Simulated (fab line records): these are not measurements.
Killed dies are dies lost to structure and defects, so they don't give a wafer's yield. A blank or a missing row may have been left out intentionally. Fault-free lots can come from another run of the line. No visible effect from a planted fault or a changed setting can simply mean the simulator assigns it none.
Which tool was responsible? ; flow nandHarc ; Sampling: 12 lots, 35 wafers, 3 of 1302 route steps

## WHAT THE GAUGES READ, wafer by wafer
NHARC_P_CONTACT_CD_MEAS_12 targets a cd of 90 nm. Usual: cdNm reads 90.1 nm (standard deviation 0.52).
lot;measured;on;cdNm (nm);flag
L948;day 5 20:56;cdSem-03;90.1 89.5 89.6;
L950;day 6 18:13;cdSem-02;90.4 89.7 90.6;
L951;day 7 09:19;cdSem-01;89.3 89.5 89.9;
L953;day 7 18:43;cdSem-02;90.7 91.0 90.2;
L955;day 8 16:24;cdSem-03;89.5 89.2 89.6;
L959;day 10 10:02;cdSem-03;90.4 88.3;
L961;day 11 02:56;cdSem-03;89.7 89.2 87.3;
L964;day 12 14:08;cdSem-01;90.8 90.7 91.0;
L967;day 13 18:27;cdSem-03;89.8 89.0 89.6;
L969;day 14 09:34;cdSem-01;89.5 90.0 89.5;
L970;day 15 02:04;cdSem-01;90.1 90.1 89.9;
L971;day 15 19:21;cdSem-03;90.1 91.0 90.6;

## EACH LOT AND THE TOOL THAT RAN IT (in order: tool; ch and the chambers of the sampled wafers; start)
lot;NHARC_P_CONTACT_CMP_01;NHARC_P_CONTACT_PEB_10
L948;cmp-04 ch 0,1,2, day 5 20:06;lithoTrack-06 ch 0, day 5 20:51
L950;cmp-04 ch 2,3, day 6 17:23;lithoTrack-06 ch 0, day 6 18:08
L951;cmp-03 ch 1,2, day 7 08:28;lithoTrack-04 ch 0, day 7 09:13
L953;cmp-01 ch 1,2,3, day 7 17:56;lithoTrack-06 ch 0, day 7 18:38
L955;cmp-01 ch 1,2,3, day 8 15:34;lithoTrack-04 ch 0, day 8 16:19
L959;cmp-04 ch 0,1, day 10 09:13;lithoTrack-06 ch 0, day 10 09:58
L961;cmp-01 ch 0,1,3, day 11 02:06;lithoTrack-06 ch 0, day 11 02:51
L964;cmp-04 ch 1,2, day 12 13:27;lithoTrack-01 ch 0, day 12 14:03
L967;cmp-03 ch 0,1,2, day 13 17:48;lithoTrack-01 ch 0, day 13 18:22
L969;cmp-03 ch 0,1,3, day 14 08:55;lithoTrack-04 ch 0, day 14 09:29
L970;cmp-04 ch 1,2, day 15 01:23;lithoTrack-04 ch 0, day 15 01:59
L971;cmp-03 ch 1,2,3, day 15 18:40;lithoTrack-04 ch 0, day 15 19:16
- NHARC_P_CONTACT_CMP_01: polishes SiO2, target thk 200 nm.
- NHARC_P_CONTACT_PEB_10: peb time 65 s.

## AS READ BY THE TOOLS THEMSELVES (means over the sampled wafers that have a number; for cases with no such wafer, the mark the record gives instead)
NHARC_P_CONTACT_CMP_01. Usual: edgeZonePressureFrac 1.000, standard deviation 0.0052; motorCurrentA 12.5 A, standard deviation 1.2.
lot;tool;edgeZonePressureFrac;motorCurrentA (A);flag
L948;cmp-04;0.997;12.1;
L950;cmp-04;0.997;12.8;
L951;cmp-03;0.997;13.0;
L953;cmp-01;1.000;12.8;
L955;cmp-01;1.000;13.1;
L959;cmp-04;1.008;11.7;
L961;cmp-01;1.000;13.3;
L964;cmp-04;1.000;12.7;
L967;cmp-03;1.003;12.8;
L969;cmp-03;1.001;13.0;
L970;cmp-04;0.996;12.9;
L971;cmp-03;0.997;12.4;

NHARC_P_CONTACT_PEB_10. Usual: exhaustPa 45.4 Pa, standard deviation 0.9; heaterPowerTotalW 156.7 W, standard deviation 0.4.
lot;tool;exhaustPa (Pa);heaterPowerTotalW (W);flag
L948;lithoTrack-06;44.9;156.8;
L950;lithoTrack-06;46.1;156.6;
L951;lithoTrack-04;45.3;156.8;
L953;lithoTrack-06;45.3;157.0;
L955;lithoTrack-04;45.8;156.5;
L959;lithoTrack-06;44.8;158.8;OFF
L961;lithoTrack-06;44.9;158.4;OFF
L964;lithoTrack-01;45.5;156.8;
L967;lithoTrack-01;45.2;156.5;
L969;lithoTrack-04;44.4;156.7;
L970;lithoTrack-04;44.8;156.8;
L971;lithoTrack-04;45.2;156.6;

## THE ANSWER, worked out from the rows above alone
Rule: a lot counts as off when the mean over its wafers that have a number is more than 3 standard deviations away from the usual mean. A lot without any number at a reading at which 4 lots or more have one is off too. The other lots that the step has rows for count as sound. The gauges are gone through in route order, then the tools' own readings, and for those a lot's mean is taken as printed above. The first step at which some lot is off is used, and at that step the reading that is off furthest; a lot without a number counts as furthest.
Off at NHARC_P_CONTACT_PEB_10 (heaterPowerTotalW): L959, L961.
A tool fits if, at that step or a process step before it, it ran every lot that is off, and no sound lot after the first of them. One fits: NHARC_P_CONTACT_PEB_10 on lithoTrack-06. Its last sound lot is L953 (day 7 18:38), its first lot that is off L959 (day 10 09:58): a fault that began between those two fits.
On the lots that are off, the tool's own readings at NHARC_P_CONTACT_PEB_10 differ by more than 5 times the standard deviation of the sound lots' means, which bears it out; heaterPowerTotalW reads 158.6 W there versus 156.7 W on the sound lots.

## WHAT HAD BEEN PUT IN BY THE SIMULATOR
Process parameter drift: lithoTrack-06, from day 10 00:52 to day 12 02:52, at NHARC_P_CONTACT_PEB_10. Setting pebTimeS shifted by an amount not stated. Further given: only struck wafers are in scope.
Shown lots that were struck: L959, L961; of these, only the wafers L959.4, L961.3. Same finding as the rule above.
